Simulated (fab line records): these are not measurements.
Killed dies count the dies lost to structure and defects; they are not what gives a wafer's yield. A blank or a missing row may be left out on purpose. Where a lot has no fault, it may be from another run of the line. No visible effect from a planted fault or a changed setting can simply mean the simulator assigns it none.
fab line records	flow n5_finfet	part 1 of 2: steps 1 to 24 of 31
record: lots: 5	wafers: 15	last_day: 17
route steps=1938 shown FIN_SAQP@91
lots with no fault: from the same line, run without faults
start_h: start of the lot's first displayed wafer, in hours after the record's first day	wait_h: time in hours since the lot's previous step	" as in the row above	L1.1+2: a row that stands for several wafers	- no value, or no start was given	* or withheld: withheld	< > ~ a bound
route shown NAME@n: names a module that has steps shown in the file, with the first one's number in the route	usual: the fault-free wafers' mean and standard deviation	same: alike in all rows	chamber/n: place in a boat	sites: per-site readings	_std_site: how widely they spread, as a standard deviation	_edge_site: outer sites' mean less inner sites'	radius_mm: how far each site lies from the wafer's centre	mask NAME#n: copy n	behind: the tool/chamber that last shaped the wafer	hold: cause of the lot's hold/its duration in hours/its outcome	device: whichever transistor did not switch (one of n, p or np)	end of line: at the end of the route, the tests of the same wafers	a step given without rows: its recipe and nothing more	killed: dies lost to structure and defects at the first sort, not the wafer's yield	map: per-die view of a wafer (x killed, . not killed, _ where there is no die)
set.NAME: the setting the step ran with; set.NAME@STEP: the setting that earlier step ran with	model.NAME: the simulator's own value behind a step, which no gauge read
lots at some steps of the route; a table a step, a row a wafer
services: the hour from which a tool's chamber was out of use, counted from the record's first day as start_h (under 0 if before that day), plus the number of hours and why
== steps ==
step: N5_FIN_SAQP_PRECLEAN_00
recipe: chemistry: SC1	time_s: 60	temp_c: 55	mix: 1:2:50
lot.wafer	tool	chamber	start_h	wait_h
L078.1+4+5	wet_bench-05	7,1,2	44.58	0.0
L081.2+4+5	wet_bench-01	6,2,3	62.09	0.0
L088.2+3+6	wet_bench-06	3,1,0	104.01	0.0
L090.1+2+6	wet_bench-06	2,0,1	116.49	0.0
L096.1+3+4	wet_bench-05	6,0,7	152.11	0.0
step: N5_FIN_SAQP_PRECLEAN_44
recipe: chemistry: SC2	time_s: 45	temp_c: 35	mix: 1:1:50
lot.wafer	tool	chamber	start_h	wait_h
L078.1+4+5	wet_bench-05	7,1,2	44.60	0.0
L081.2+4+5	wet_bench-01	6,2,3	62.10	0.0
L088.2+3+6	wet_bench-06	3,1,0	104.02	0.0
L090.1+2+6	wet_bench-06	2,0,1	116.50	0.0
L096.1+3+4	wet_bench-05	6,0,7	152.13	0.0
step: N5_FIN_SAQP_SRD_01
recipe: dry: ipa_marangoni	time_s: 30	temp_c: 23	rinse_liquid: diw
lot.wafer	tool	chamber	start_h	wait_h
L078.1+4+5	wet_bench-05	7,1,2	44.61	0.0
L081.2+4+5	wet_bench-01	6,2,3	62.11	0.0
L088.2+3+6	wet_bench-06	3,1,0	104.03	0.0
L090.1+2+6	wet_bench-06	2,0,1	116.52	0.0
L096.1+3+4	wet_bench-05	6,0,7	152.14	0.0
step: N5_FIN_SAQP_ALD_61
recipe: material: SiO2	target_thk_a: 40	temp_c: 300	ald_precursor_family: BDEAS	ald_co_reactant: O2-plasma	pulse_time_s: 1	purge_time_s: 2	co_reactant_purge_time_s: 2	ald_cycles: 43	pressure_torr: 2
usual: heater_power_w: 484/38	precursor_pulse_height_rel: 1.000/0.021	susceptor_temp_C: 300.00/0.2
same: purge_time_s: 2
lot.wafer	tool	chamber	start_h	wait_h	heater_power_w	precursor_pulse_height_rel	susceptor_temp_C
L078.1	ald_sin-04	1	44.66	0.0	523	1.008	299.80
L078.4	"	2	"	"	538	1.014	300.12
L078.5	"	0	"	"	454	0.991	300.59
L081.2	ald_sin-01	1	62.96	0.8	505	1.011	299.97
L081.4	"	2	"	"	388	1.008	300.07
L081.5	"	1	"	"	489	0.998	300.33
L088.2	ald_sin-01	2	104.08	0.0	425	0.987	299.85
L088.3	"	3	"	"	487	0.962	299.75
L088.6	"	0	"	"	443	0.964	299.74
L090.1	ald_sin-02	2	117.26	0.7	485	1.014	300.22
L090.2	"	1	"	"	468	1.014	300.08
L090.6	"	0	"	"	589	1.011	299.88
L096.1	ald_sin-01	0	152.19	0.0	440	0.987	300.28
L096.3	"	1	"	"	496	0.982	299.98
L096.4	"	2	"	"	432	0.987	300.25
step: N5_FIN_SAQP_DENSIFY_62
recipe: temp_c: 700	time_s: 60	ambient: N2	idle_temp_c: 600	ramp_up_c_per_s: 150	ramp_down_c_per_s: 60	cool_to_c: 600
usual: lamp_power_pct: 9.86/0.053	wafer_temp_C_max: 703.3/0.66
lot.wafer	tool	chamber	start_h	wait_h	lamp_power_pct	wafer_temp_C_max
L078.1	rtp_anneal-01	0	44.86	0.1	9.86	702.1
L078.4	"	0	"	"	9.87	702.1
L078.5	"	0	"	"	9.94	703.0
L081.2	rtp_anneal-02	0	63.19	0.1	9.89	703.0
L081.4	"	0	"	"	9.90	704.0
L081.5	"	0	"	"	9.91	704.9
L088.2	rtp_anneal-02	0	104.31	0.1	9.78	703.9
L088.3	"	0	"	"	9.78	702.7
L088.6	"	0	"	"	9.89	702.4
L090.1	rtp_anneal-02	0	117.50	0.2	9.87	703.3
L090.2	"	0	"	"	9.94	703.0
L090.6	"	0	"	"	9.89	703.8
L096.1	rtp_anneal-01	0	152.39	0.1	9.80	704.6
L096.3	"	0	"	"	9.83	703.6
L096.4	"	0	"	"	9.86	702.6
step: N5_FIN_SAQP_HM_DEP_03
recipe: material: SiNx	target_thk_a: 380	temp_c: 400	precursor: SiH4/NH3/N2	pressure_torr: 1.5	rf_w: 300	time_s: 33.6
usual: heater_power_w: 745/73	showerhead_plenum_p_Torr: 5.14/0.075	susceptor_temp_C: 399.98/0.24	throttle_valve_pct: 40.1/1.5
lot.wafer	tool	chamber	start_h	wait_h	heater_power_w	showerhead_plenum_p_Torr	susceptor_temp_C	throttle_valve_pct
L078.1	pecvd-04	0	45.09	0.2	734	5.05	400.31	40.5
L078.4	"	0	"	"	726	5.05	400.06	40.8
L078.5	"	2	"	"	707	5.06	400.44	40.5
L081.2	pecvd-04	2	63.38	0.2	734	5.07	399.94	40.6
L081.4	"	2	"	"	710	5.07	399.71	40.6
L081.5	"	1	"	"	644	5.24	399.99	39.5
L088.2	pecvd-04	0	104.50	0.2	682	5.05	399.43	40.8
L088.3	"	1	"	"	700	5.25	399.92	39.6
L088.6	"	1	"	"	697	5.24	399.87	39.5
L090.1	pecvd-01	0	117.73	0.2	752	5.10	400.02	42.2
L090.2	"	2	"	"	674	5.17	400.03	39.5
L090.6	"	2	"	"	662	5.15	399.77	39.1
L096.1	pecvd-01	0	152.61	0.2	848	5.08	399.68	42.3
L096.3	"	2	"	"	810	5.16	399.97	39.7
L096.4	"	1	"	"	857	5.12	400.06	38.9
step: N5_FIN_SAQP_THK_MEAS_05
usual: thk_nm: 37.9/0.49
lot.wafer	tool	chamber	start_h	wait_h	thk_nm
L078.1	film_metro-01	-	45.17	0.1	37.1
L078.4	"	-	"	"	37.6
L078.5	"	-	"	"	37.6
L081.2	film_metro-01	-	63.47	0.1	37.7
L081.4	"	-	"	"	38.2
L081.5	"	-	"	"	37.7
L088.2	film_metro-01	-	104.59	0.1	37.6
L088.3	"	-	"	"	37.7
L088.6	"	-	"	"	38.3
L090.1	film_metro-01	-	117.82	0.1	38.1
L090.2	"	-	"	"	37.7
L090.6	"	-	"	"	37.8
L096.1	film_metro-02	-	152.69	0.1	37.4
L096.3	"	-	"	"	37.5
L096.4	"	-	"	"	38.4
step: N5_FIN_SAQP_PECVD_47
recipe: material: a-Si	target_thk_a: 450	temp_c: 400	precursor: SiH4/He	pressure_torr: 3	rf_w: 100	time_s: 36.3
usual: heater_power_w: 806/65	showerhead_plenum_p_Torr: 5.67/0.057	susceptor_temp_C: 400.05/0.23	throttle_valve_pct: 18.3/0.61
lot.wafer	tool	chamber	start_h	wait_h	heater_power_w	showerhead_plenum_p_Torr	susceptor_temp_C	throttle_valve_pct
L078.1	pecvd-01	2	45.21	0.0	841	5.68	399.71	17.7
L078.4	"	2	"	"	858	5.69	399.94	17.8
L078.5	"	0	"	"	904	5.64	400.60	19.2
L081.2	pecvd-01	1	63.50	0.0	869	5.65	399.70	17.5
L081.4	"	0	"	"	780	5.63	400.27	19.0
L081.5	"	2	"	"	827	5.67	399.93	17.9
L088.2	pecvd-01	2	104.62	0.0	843	5.67	399.89	18.1
L088.3	"	0	"	"	822	5.64	399.66	19.5
L088.6	"	1	"	"	867	5.65	400.15	17.5
L090.1	pecvd-02	2	117.86	0.0	810	5.74	400.29	18.6
L090.2	"	0	"	"	866	5.76	400.39	17.1
L090.6	"	0	"	"	878	5.74	400.37	17.3
L096.1	pecvd-04	2	152.73	0.0	757	5.62	399.77	18.8
L096.3	"	0	"	"	796	5.61	400.58	18.6
L096.4	"	1	"	"	693	5.74	400.20	18.0
step: N5_FIN_SAQP_PECVD_48
recipe: material: SiNx	target_thk_a: 250	temp_c: 400	precursor: SiH4/NH3/N2	pressure_torr: 1.5	rf_w: 300	time_s: 22.1
usual: heater_power_w: 743/78	showerhead_plenum_p_Torr: 5.14/0.079	susceptor_temp_C: 400.01/0.22	throttle_valve_pct: 40.2/1.3
lot.wafer	tool	chamber	start_h	wait_h	heater_power_w	showerhead_plenum_p_Torr	susceptor_temp_C	throttle_valve_pct
L078.1	pecvd-01	2	45.25	0.0	751	5.16	399.51	39.1
L078.4	"	2	"	"	769	5.16	399.76	39.1
L078.5	"	0	"	"	813	5.09	399.81	42.0
L081.2	pecvd-01	1	63.54	0.0	881	5.11	400.00	38.7
L081.4	"	0	"	"	743	5.10	399.85	42.3
L081.5	"	2	"	"	693	5.18	400.08	39.1
L088.2	pecvd-01	2	104.66	0.0	703	5.15	399.99	39.2
L088.3	"	0	"	"	812	5.08	400.21	42.2
L088.6	"	1	"	"	879	5.11	399.90	38.7
L090.1	pecvd-02	2	117.92	0.0	837	5.24	400.13	40.7
L090.2	"	0	"	"	819	5.25	399.83	37.8
L090.6	"	0	"	"	825	5.24	400.31	37.6
L096.1	pecvd-04	2	152.77	0.0	703	5.07	399.86	40.8
L096.3	"	0	"	"	666	5.05	400.15	40.7
L096.4	"	1	"	"	679	5.23	399.75	39.7
step: N5_FIN_SAQP_PECVD_06
recipe: material: a-Si	target_thk_a: 600	temp_c: 400	precursor: SiH4/He	pressure_torr: 3	rf_w: 100	time_s: 48.1
usual: heater_power_w: 800/76	showerhead_plenum_p_Torr: 5.67/0.059	susceptor_temp_C: 400.01/0.2	throttle_valve_pct: 18.3/0.59
lot.wafer	tool	chamber	start_h	wait_h	heater_power_w	showerhead_plenum_p_Torr	susceptor_temp_C	throttle_valve_pct
L078.1	pecvd-01	2	45.29	0.0	870	5.67	400.05	18.0
L078.4	"	2	"	"	869	5.68	400.17	17.6
L078.5	"	0	"	"	908	5.64	400.08	19.4
L081.2	pecvd-01	1	63.58	0.0	960	5.65	400.09	17.6
L081.4	"	0	"	"	817	5.63	400.24	19.2
L081.5	"	2	"	"	841	5.68	399.61	18.0
L088.2	pecvd-01	2	104.70	0.0	858	5.66	399.68	17.9
L088.3	"	0	"	"	826	5.64	399.67	19.2
L088.6	"	1	"	"	917	5.65	400.02	17.8
L090.1	pecvd-02	2	117.98	0.0	801	5.72	399.84	18.6
L090.2	"	0	"	"	764	5.75	400.09	17.3
L090.6	"	0	"	"	777	5.75	400.12	17.0
L096.1	pecvd-04	2	152.81	0.0	773	5.60	399.75	18.8
L096.3	"	0	"	"	809	5.61	399.86	18.7
L096.4	"	1	"	"	696	5.75	400.18	17.9
step: N5_FIN_SAQP_THK_MEAS_07
usual: thk_nm: 60.0/0.86
lot.wafer	tool	chamber	start_h	wait_h	thk_nm
L078.1	film_metro-02	-	45.38	0.1	60.3
L078.4	"	-	"	"	61.0
L078.5	"	-	"	"	60.2
L081.2	film_metro-02	-	63.67	0.1	59.8
L081.4	"	-	"	"	60.1
L081.5	"	-	"	"	60.4
L088.2	film_metro-01	-	104.79	0.1	59.4
L088.3	"	-	"	"	58.7
L088.6	"	-	"	"	60.7
L090.1	film_metro-02	-	118.10	0.1	59.1
L090.2	"	-	"	"	58.9
L090.6	"	-	"	"	59.7
L096.1	film_metro-02	-	152.90	0.1	59.4
L096.3	"	-	"	"	60.6
L096.4	"	-	"	"	61.2
step: N5_FIN_SAQP_HM_DEP_72
recipe: material: SiO2	target_thk_a: 120	temp_c: 400	precursor: SiH4/N2O	pressure_torr: 0.75	rf_w: 275	time_s: 7.2
usual: heater_power_w: 754/67	showerhead_plenum_p_Torr: 8.20/0.16	susceptor_temp_C: 400.02/0.23
lot.wafer	tool	chamber	start_h	wait_h	heater_power_w	showerhead_plenum_p_Torr	susceptor_temp_C
L078.1	pecvd-02	1	45.42	0.0	764	8.06	400.18
L078.4	"	2	"	"	860	8.34	400.26
L078.5	"	0	"	"	752	8.38	399.99
L081.2	pecvd-02	0	63.71	0.0	835	8.36	400.06
L081.4	"	0	"	"	793	8.38	399.77
L081.5	"	1	"	"	772	8.06	399.98
L088.2	pecvd-01	1	104.83	0.0	822	8.10	400.10
L088.3	"	2	"	"	771	8.19	399.99
L088.6	"	2	"	"	759	8.19	400.18
L090.1	pecvd-04	0	118.13	0.0	771	7.97	399.74
L090.2	"	1	"	"	657	8.36	400.25
L090.6	"	0	"	"	761	7.96	399.94
L096.1	pecvd-02	0	152.94	0.0	768	8.36	400.12
L096.3	"	1	"	"	765	8.05	399.82
L096.4	"	0	"	"	778	8.37	400.12
step: N5_FIN_SAQP_COAT_49
recipe: resist: SOC	temp_c: 250	time_s: 60	spin_rpm: 1500	resist_thk_nm: 100
lot.wafer	tool	chamber	start_h	wait_h
L078.1+4+5	litho_track-04	0	45.49	0.1
L081.2+4+5	litho_track-04	0	63.79	0.1
L088.2+3+6	litho_track-04	0	104.91	0.1
L090.1+2+6	litho_track-04	0	118.21	0.1
L096.1+3+4	litho_track-04	0	153.01	0.1
step: N5_FIN_SAQP_COAT_50
recipe: resist: SiARC	temp_c: 220	time_s: 60	spin_rpm: 1500	resist_thk_nm: 35
lot.wafer	tool	chamber	start_h	wait_h
L078.1+4+5	litho_track-04	0	-	-
L081.2+4+5	litho_track-04	0	-	-
L088.2+3+6	litho_track-04	0	-	-
L090.1+2+6	litho_track-04	0	-	-
L096.1+3+4	litho_track-04	0	-	-
step: N5_FIN_SAQP_COAT_10
recipe: resist: CAR-ArF	spin_rpm: 1500	resist_thk_nm: 90
lot.wafer	tool	chamber	start_h	wait_h
L078.1+4+5	litho_track-04	0	-	-
L081.2+4+5	litho_track-04	0	-	-
L088.2+3+6	litho_track-04	0	-	-
L090.1+2+6	litho_track-04	0	-	-
L096.1+3+4	litho_track-04	0	-	-
step: N5_FIN_SAQP_EBR_12
recipe: solvent: PGMEA	ebr_width_mm: 1.5
lot.wafer	tool	chamber	start_h	wait_h
L078.1+4+5	litho_track-04	0	-	-
L081.2+4+5	litho_track-04	0	-	-
L088.2+3+6	litho_track-04	0	-	-
L090.1+2+6	litho_track-04	0	-	-
L096.1+3+4	litho_track-04	0	-	-
step: N5_FIN_SAQP_SOFTBAKE_11
recipe: temp_c: 110	time_s: 60	resist: CAR-ArF
lot.wafer	tool	chamber	start_h	wait_h
L078.1+4+5	litho_track-04	0	-	-
L081.2+4+5	litho_track-04	0	-	-
L088.2+3+6	litho_track-04	0	-	-
L090.1+2+6	litho_track-04	0	-	-
L096.1+3+4	litho_track-04	0	-	-
step: N5_FIN_SAQP_EXPOSE_13
recipe: mask_id: FIN_CORE	na: 1.35	source_shape: dipole	sigma_inner: 0.538	sigma_outer: 0.738	polarization: te	target_cd_nm: 35.6	dose_mj: 63.25
usual: focus_offset_nm: 0.1/0.53
lot.wafer	tool	chamber	start_h	wait_h	mask	focus_offset_nm
L078.1	arfi_scanner-03	0	45.74	-	FIN_CORE#0	0.2
L078.4	"	0	"	"	FIN_CORE#0	0.1
L078.5	"	0	"	"	FIN_CORE#0	0.4
L081.2	arfi_scanner-02	0	64.03	-	FIN_CORE#0	-0.6
L081.4	"	0	"	"	FIN_CORE#0	-0.9
L081.5	"	0	"	"	FIN_CORE#0	-0.7
L088.2	arfi_scanner-01	0	105.15	-	FIN_CORE#0	0.3
L088.3	"	0	"	"	FIN_CORE#0	0.1
L088.6	"	0	"	"	FIN_CORE#0	0.2
L090.1	arfi_scanner-01	0	118.45	-	FIN_CORE#0	0.2
L090.2	"	0	"	"	FIN_CORE#0	0.4
L090.6	"	0	"	"	FIN_CORE#0	0.2
L096.1	arfi_scanner-01	0	153.26	-	FIN_CORE#0	0.1
L096.3	"	0	"	"	FIN_CORE#0	0.4
L096.4	"	0	"	"	FIN_CORE#0	0.1
step: N5_FIN_SAQP_PEB_14
recipe: peb_temp_c: withheld	peb_time_s: 60	resist: CAR-ArF
lot.wafer	tool	chamber	start_h	wait_h
L078.1+4+5	litho_track-01	0	45.80	0.1
L081.2+4+5	litho_track-05	0	64.09	0.0
L088.2+3+6	litho_track-04	0	105.21	0.0
L090.1+2+6	litho_track-05	0	118.51	0.1
L096.1+3+4	litho_track-04	0	153.32	0.1
step: N5_FIN_SAQP_DEVELOP_15
recipe: develop_time_s: 30	developer: TMAH	resist: CAR-ArF	dev_temp_c: 23	rinse_liquid: diw	dry: air_spin
lot.wafer	tool	chamber	start_h	wait_h
L078.1+4+5	litho_track-01	0	-	-
L081.2+4+5	litho_track-05	0	-	-
L088.2+3+6	litho_track-04	0	-	-
L090.1+2+6	litho_track-05	0	-	-
L096.1+3+4	litho_track-04	0	-	-
step: N5_FIN_SAQP_CD_MEAS_16
recipe: target_cd_nm: 35.6	landing_energy_ev: 500	detector: se_inlens
usual: cd_nm: 35.5/0.32
lot.wafer	tool	chamber	start_h	wait_h	cd_nm
L078.1	cd_sem-03	0	45.86	-	35.3
L078.4	"	0	"	"	35.3
L078.5	"	0	"	"	35.5
L081.2	cd_sem-01	0	64.16	-	35.9
L081.4	"	0	"	"	35.5
L081.5	"	0	"	"	35.9
L088.2	cd_sem-02	0	105.28	-	35.9
L088.3	"	0	"	"	35.7
L088.6	"	0	"	"	35.6
L090.1	cd_sem-01	0	118.58	-	36.0
L090.2	"	0	"	"	36.0
L090.6	"	0	"	"	35.7
L096.1	cd_sem-02	0	153.38	-	35.2
L096.3	"	0	"	"	35.1
L096.4	"	0	"	"	35.8
step: N5_FIN_SAQP_OVL_MEAS_17
recipe: points_per_wafer: 44
usual: FIN_CORE_OVL: -0.5/0.74
lot.wafer	tool	chamber	start_h	wait_h	FIN_CORE_OVL[nm]
L078.1	overlay-02	0	45.90	0.0	0.4
L078.4	"	0	"	"	-0.6
L078.5	"	0	"	"	0.9
L081.2	overlay-01	0	64.20	0.0	-1.1
L081.4	"	0	"	"	-0.3
L081.5	"	0	"	"	-0.5
L088.2	overlay-01	0	105.32	0.0	-0.2
L088.3	"	0	"	"	-0.4
L088.6	"	0	"	"	-0.7
L090.1	overlay-01	0	118.62	0.0	-2.7
L090.2	"	0	"	"	0.0
L090.6	"	0	"	"	-0.6
L096.1	overlay-02	0	153.42	0.0	-1.0
L096.3	"	0	"	"	-1.0
L096.4	"	0	"	"	-1.4
step: N5_FIN_SAQP_INSPECT_18
recipe: mode: adi	inspect_instrument: brightfield
usual: raw_defect_count: 371/89
lot.wafer	tool	chamber	start_h	wait_h	raw_defect_count
L078.1	defect_inspect-02	-	45.93	0.0	401
L078.4	"	-	"	"	434
L078.5	"	-	"	"	378
L081.2	defect_inspect-01	-	64.22	0.0	360
L081.4	"	-	"	"	304
L081.5	"	-	"	"	333
L088.2	defect_inspect-02	-	105.34	0.0	450
L088.3	"	-	"	"	384
L088.6	"	-	"	"	390
L090.1	defect_inspect-02	-	118.64	0.0	484
L090.2	"	-	"	"	383
L090.6	"	-	"	"	246
L096.1	defect_inspect-01	-	153.45	0.0	360
L096.3	"	-	"	"	286
L096.4	"	-	"	"	366
step: N5_FIN_SAQP_DESCUM_21
recipe: chemistry: O2	time_s: 7.9	source_power_w: 50	bias_power_w: 20	pressure_mtorr: 20	rf_frequency_hz: 2.712e+07	temp_c: 40	resist: CAR-ArF	o2_flow_sccm: 225
usual: drypump_motor_current_A: 5.7/0.32	oes_product_au: 0.76/0.054	rf_vpp_V: 243.2/1.4	showerhead_plenum_p_Torr: 2.09/0.082	throttle_valve_pct: 20.44/0.21
lot.wafer	tool	chamber	start_h	wait_h	drypump_motor_current_A	oes_product_au	rf_hours_counter_h	rf_vpp_V	showerhead_plenum_p_Torr	throttle_valve_pct
L078.1	rie_diel-06	1	45.96	0.0	5.5	0.77	152	242.6	2.10	20.74
L078.4	"	2	"	"	6.2	0.73	205	240.3	1.98	20.60
L078.5	"	0	"	"	5.8	0.78	-	245.1	2.19	20.44
L081.2	rie_diel-06	1	64.25	0.0	5.4	0.77	159	242.2	2.10	20.77
L081.4	"	3	"	"	5.2	0.78	134	241.6	2.01	20.16
L081.5	"	3	"	"	5.2	0.77	-	242.7	2.01	20.14
L088.2	rie_diel-03	2	105.38	0.0	6.1	0.73	196	243.3	2.07	20.21
L088.3	"	0	"	"	5.6	0.80	123	241.6	2.00	20.30
L088.6	"	1	"	"	5.3	0.72	-	245.1	2.17	20.37
L090.1	rie_diel-03	0	118.80	0.2	5.6	0.80	128	242.2	2.00	20.34
L090.2	"	1	"	"	5.3	0.72	169	244.6	2.17	20.40
L090.6	"	3	"	"	5.9	0.89	-	244.9	2.25	20.41
L096.1	rie_diel-02	2	153.48	0.0	5.3	0.73	214	243.4	2.05	20.25
L096.3	"	3	"	"	5.6	0.73	200	242.4	2.07	20.88
L096.4	"	0	"	"	5.6	0.69	210	243.7	2.09	20.40
